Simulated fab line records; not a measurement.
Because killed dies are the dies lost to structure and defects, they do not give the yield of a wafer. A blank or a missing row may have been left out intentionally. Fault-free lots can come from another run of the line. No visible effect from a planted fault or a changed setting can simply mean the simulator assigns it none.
Which tool is to blame? || flow nand harc || 14 lots, 42 wafers sampled, at 5 steps of a route of 1302

## WHAT THE GAUGES READ, wafer by wafer
NHARC_A_ONON_D2_THK_MEAS_14: measures by ellipsometry.
{"lot": "L499", "measured": "day 12 19:13", "on": "film metro-02", "thk nm (nm)": "1003 1003 1005"}
{"lot": "L498", "measured": "day 12 20:22", "on": "film metro-01", "thk nm (nm)": "993 992 994"}
{"lot": "L500", "measured": "day 13 05:58", "on": "film metro-02", "thk nm (nm)": "1016 1014 1013"}
{"lot": "L503", "measured": "day 14 12:35", "on": "film metro-01", "thk nm (nm)": "994 993 994"}
{"lot": "L506", "measured": "day 15 20:28", "on": "film metro-01", "thk nm (nm)": "1013 1014 1015"}
{"lot": "L505", "measured": "day 15 20:28", "on": "film metro-02", "thk nm (nm)": "991 992 993"}
{"lot": "L504", "measured": "day 15 20:38", "on": "film metro-02", "thk nm (nm)": "1000 999 999"}
{"lot": "L507", "measured": "day 16 04:08", "on": "film metro-01", "thk nm (nm)": "1005 1006 1007"}
{"lot": "L508", "measured": "day 17 07:25", "on": "film metro-02", "thk nm (nm)": "993 991 991"}
{"lot": "L509", "measured": "day 17 07:32", "on": "film metro-02", "thk nm (nm)": "998 1000 1000"}
{"lot": "L511", "measured": "day 18 04:28", "on": "film metro-02", "thk nm (nm)": "1012 1013 1014"}
{"lot": "L512", "measured": "day 18 21:53", "on": "film metro-02", "thk nm (nm)": "1001 1002 1003"}
{"lot": "L514", "measured": "day 19 06:34", "on": "film metro-02", "thk nm (nm)": "1000 999 1001"}
{"lot": "L517", "measured": "day 20 04:24", "on": "film metro-02", "thk nm (nm)": "990 988 987"}

NHARC_A_ONON_D2_INSPECT_32.
{"lot": "L499", "measured": "day 13 08:14", "on": "defect inspect-01", "raw defect count": "245 347 372"}
{"lot": "L498", "measured": "day 13 08:14", "on": "defect inspect-02", "raw defect count": "245 396 601"}
{"lot": "L500", "measured": "day 13 16:51", "on": "defect inspect-02", "raw defect count": "548 401 437"}
{"lot": "L503", "measured": "day 14 23:20", "on": "defect inspect-02", "raw defect count": "532 584 294"}
{"lot": "L506", "measured": "day 16 06:37", "on": "defect inspect-01", "raw defect count": "354 511 291"}
{"lot": "L505", "measured": "day 16 06:53", "on": "defect inspect-02", "raw defect count": "480 297 228"}
{"lot": "L504", "measured": "day 16 06:35", "on": "defect inspect-02", "raw defect count": "349 206 361"}
{"lot": "L507", "measured": "day 17 05:16", "on": "defect inspect-02", "raw defect count": "279 518 561"}
{"lot": "L508", "measured": "day 17 17:50", "on": "defect inspect-01", "raw defect count": "319 357 197"}
{"lot": "L509", "measured": "day 17 18:10", "on": "defect inspect-02", "raw defect count": "385 757 399"}
{"lot": "L511", "measured": "day 18 15:16", "on": "defect inspect-01", "raw defect count": "140 191 196"}
{"lot": "L512", "measured": "day 19 08:35", "on": "defect inspect-01", "raw defect count": "302 450 202"}
{"lot": "L514", "measured": "day 19 16:46", "on": "defect inspect-02", "raw defect count": "651 535 422"}
{"lot": "L517", "measured": "day 20 14:14", "on": "defect inspect-01", "raw defect count": "185 218 280"}

NHARC_A_CHANNEL_HOLE_D2_CD_MEAS_10 targets a cd of 100 nm.
{"lot": "L499", "measured": "day 13 10:49", "on": "cd sem-03", "cd nm (nm)": "99.7 100.2 100.0"}
{"lot": "L498", "measured": "day 13 10:58", "on": "cd sem-03", "cd nm (nm)": "99.6 99.5 99.3"}
{"lot": "L500", "measured": "day 13 19:32", "on": "cd sem-03", "cd nm (nm)": "100.4 100.7 100.4"}
{"lot": "L503", "measured": "day 15 03:19", "on": "cd sem-01", "cd nm (nm)": "101.1 101.0 100.4"}
{"lot": "L506", "measured": "day 16 09:58", "on": "cd sem-01", "cd nm (nm)": "99.9 100.2 99.6"}
{"lot": "L505", "measured": "day 16 10:43", "on": "cd sem-01", "cd nm (nm)": "100.1 100.3 99.7"}
{"lot": "L504", "measured": "day 16 09:19", "on": "cd sem-02", "cd nm (nm)": "100.0 99.5 100.0"}
{"lot": "L507", "measured": "day 17 08:36", "on": "cd sem-01", "cd nm (nm)": "99.2 100.1 99.1"}
{"lot": "L508", "measured": "day 17 23:25", "on": "cd sem-03", "cd nm (nm)": "99.7 99.5 98.9"}
{"lot": "L509", "measured": "day 18 01:02", "on": "cd sem-01", "cd nm (nm)": "100.2 100.4 100.4"}
{"lot": "L511", "measured": "day 18 17:58", "on": "cd sem-02", "cd nm (nm)": "100.3 99.8 99.8"}
{"lot": "L512", "measured": "day 19 11:45", "on": "cd sem-03", "cd nm (nm)": "100.3 100.5 100.0"}
{"lot": "L514", "measured": "day 19 22:05", "on": "cd sem-01", "cd nm (nm)": "99.3 102.1 99.2"}
{"lot": "L517", "measured": "day 20 19:29", "on": "cd sem-01", "cd nm (nm)": "100.8 101.7 99.4"}

NHARC_A_CHANNEL_HOLE_D2_OVL_MEAS_11.
{"lot": "L499", "measured": "day 13 10:55", "on": "overlay-02", "overlay x nm (nm)": "-0.5 -0.4 -0.5", "overlay y nm (nm)": "0.5 0.2 0.3"}
{"lot": "L498", "measured": "day 13 11:04", "on": "overlay-02", "overlay x nm (nm)": "-1.3 -1.0 -1.1", "overlay y nm (nm)": "1.7 1.4 1.1"}
{"lot": "L500", "measured": "day 13 19:38", "on": "overlay-02", "overlay x nm (nm)": "0.1 -0.1 0.2", "overlay y nm (nm)": "1.2 1.7 1.2"}
{"lot": "L503", "measured": "day 15 03:24", "on": "overlay-02", "overlay x nm (nm)": "1.2 1.0 1.1", "overlay y nm (nm)": "-0.4 -0.9 -0.7"}
{"lot": "L506", "measured": "day 16 10:03", "on": "overlay-01", "overlay x nm (nm)": "-1.0 -0.5 -0.7", "overlay y nm (nm)": "0.8 1.5 1.2"}
{"lot": "L505", "measured": "day 16 10:49", "on": "overlay-02", "overlay x nm (nm)": "-3.1 -2.4 -2.6", "overlay y nm (nm)": "0.8 0.5 1.1"}
{"lot": "L504", "measured": "day 16 09:24", "on": "overlay-02", "overlay x nm (nm)": "0.5 0.2 0.7", "overlay y nm (nm)": "-1.7 -1.7 -1.4"}
{"lot": "L507", "measured": "day 17 08:41", "on": "overlay-02", "overlay x nm (nm)": "-2.6 -2.5 -2.3", "overlay y nm (nm)": "-0.8 -1.0 -0.5"}
{"lot": "L508", "measured": "day 17 23:29", "on": "overlay-02", "overlay x nm (nm)": "1.7 1.6 1.5", "overlay y nm (nm)": "0.2 0.2 0.3"}
{"lot": "L509", "measured": "day 18 01:07", "on": "overlay-02", "overlay x nm (nm)": "0.6 1.1 0.3", "overlay y nm (nm)": "0.3 0.5 0.9"}
{"lot": "L511", "measured": "day 18 18:04", "on": "overlay-01", "overlay x nm (nm)": "0.9 1.1 1.5", "overlay y nm (nm)": "0.8 -0.3 0.5"}
{"lot": "L512", "measured": "day 19 11:50", "on": "overlay-02", "overlay x nm (nm)": "1.3 1.6 1.1", "overlay y nm (nm)": "1.1 0.9 1.4"}
{"lot": "L514", "measured": "day 19 22:10", "on": "overlay-01", "overlay x nm (nm)": "0.2 0.6 -0.3", "overlay y nm (nm)": "0.0 -0.4 -0.2"}
{"lot": "L517", "measured": "day 20 19:34", "on": "overlay-01", "overlay x nm (nm)": "-0.2 -0.6 -1.2", "overlay y nm (nm)": "1.0 1.2 0.6"}

## TOOL THAT RAN EACH LOT (tool first, then ch and the chambers of the sampled wafers, then the start)
{"lot": "L499", "NHARC_A_CHANNEL_HOLE_D2_DEVELOP_09": "litho track-01 ch 0, day 13 10:00"}
{"lot": "L498", "NHARC_A_CHANNEL_HOLE_D2_DEVELOP_09": "litho track-04 ch 0, day 13 10:00"}
{"lot": "L500", "NHARC_A_CHANNEL_HOLE_D2_DEVELOP_09": "litho track-01 ch 0, day 13 19:00"}
{"lot": "L503", "NHARC_A_CHANNEL_HOLE_D2_DEVELOP_09": "litho track-01 ch 0, day 15 03:00"}
{"lot": "L506", "NHARC_A_CHANNEL_HOLE_D2_DEVELOP_09": "litho track-04 ch 0, day 16 09:00"}
{"lot": "L505", "NHARC_A_CHANNEL_HOLE_D2_DEVELOP_09": "litho track-01 ch 0, day 16 10:00"}
{"lot": "L504", "NHARC_A_CHANNEL_HOLE_D2_DEVELOP_09": "litho track-06 ch 0, day 16 09:00"}
{"lot": "L507", "NHARC_A_CHANNEL_HOLE_D2_DEVELOP_09": "litho track-06 ch 0, day 17 08:00"}
{"lot": "L508", "NHARC_A_CHANNEL_HOLE_D2_DEVELOP_09": "litho track-06 ch 0, day 17 23:00"}
{"lot": "L509", "NHARC_A_CHANNEL_HOLE_D2_DEVELOP_09": "litho track-04 ch 0, day 18 00:00"}
{"lot": "L511", "NHARC_A_CHANNEL_HOLE_D2_DEVELOP_09": "litho track-04 ch 0, day 18 17:00"}
{"lot": "L512", "NHARC_A_CHANNEL_HOLE_D2_DEVELOP_09": "litho track-01 ch 0, day 19 11:00"}
{"lot": "L514", "NHARC_A_CHANNEL_HOLE_D2_DEVELOP_09": "litho track-06 ch 0, day 19 22:00"}
{"lot": "L517", "NHARC_A_CHANNEL_HOLE_D2_DEVELOP_09": "litho track-06 ch 0, day 20 19:00"}
- NHARC_A_CHANNEL_HOLE_D2_DEVELOP_09: develop time 35 s.

## AS READ BY THE TOOLS THEMSELVES (means over the sampled wafers that have a number; for cases with no such wafer, the mark the record gives instead)
NHARC_A_CHANNEL_HOLE_D2_DEVELOP_09.
{"lot": "L499", "tool": "litho track-01", "chill plate temp C (C)": 23.00}
{"lot": "L498", "tool": "litho track-04", "chill plate temp C (C)": 23.12}
{"lot": "L500", "tool": "litho track-01", "chill plate temp C (C)": 22.91}
{"lot": "L503", "tool": "litho track-01", "chill plate temp C (C)": 22.91}
{"lot": "L506", "tool": "litho track-04", "chill plate temp C (C)": 22.92}
{"lot": "L505", "tool": "litho track-01", "chill plate temp C (C)": 23.07}
{"lot": "L504", "tool": "litho track-06", "chill plate temp C (C)": 23.09}
{"lot": "L507", "tool": "litho track-06", "chill plate temp C (C)": 22.91}
{"lot": "L508", "tool": "litho track-06", "chill plate temp C (C)": 23.04}
{"lot": "L509", "tool": "litho track-04", "chill plate temp C (C)": 22.95}
{"lot": "L511", "tool": "litho track-04", "chill plate temp C (C)": 23.00}
{"lot": "L512", "tool": "litho track-01", "chill plate temp C (C)": 23.18}
{"lot": "L514", "tool": "litho track-06", "chill plate temp C (C)": 23.04}
{"lot": "L517", "tool": "litho track-06", "chill plate temp C (C)": 22.97}

## THE ANSWER, worked out from the rows above alone
Rule: usual is defined by the lots themselves. The widest of any qualifying gaps counts: lots, ordered by their means at a reading, are off when they make up no more than a third of the lots, leave a main group of 4 or more, and stand apart from it by 3 or more times the standard deviation of that group's means. A main group whose means are all the same, to the digits that the tables above print for the reading, isn't used. A lot without any number at a reading at which 4 lots or more have one is off too. Where the step has rows for the other lots, those lots are counted as sound. The gauges are gone through in route order, then the tools' own readings, and for those a lot's mean is taken as printed above. At the first step where some lot is off, the reading lying furthest off is the one used; lots without a number count as furthest.
No lot is off on any of the readings shown, so nothing can be concluded from this.

## WHAT THE SIMULATOR HAD PUT IN
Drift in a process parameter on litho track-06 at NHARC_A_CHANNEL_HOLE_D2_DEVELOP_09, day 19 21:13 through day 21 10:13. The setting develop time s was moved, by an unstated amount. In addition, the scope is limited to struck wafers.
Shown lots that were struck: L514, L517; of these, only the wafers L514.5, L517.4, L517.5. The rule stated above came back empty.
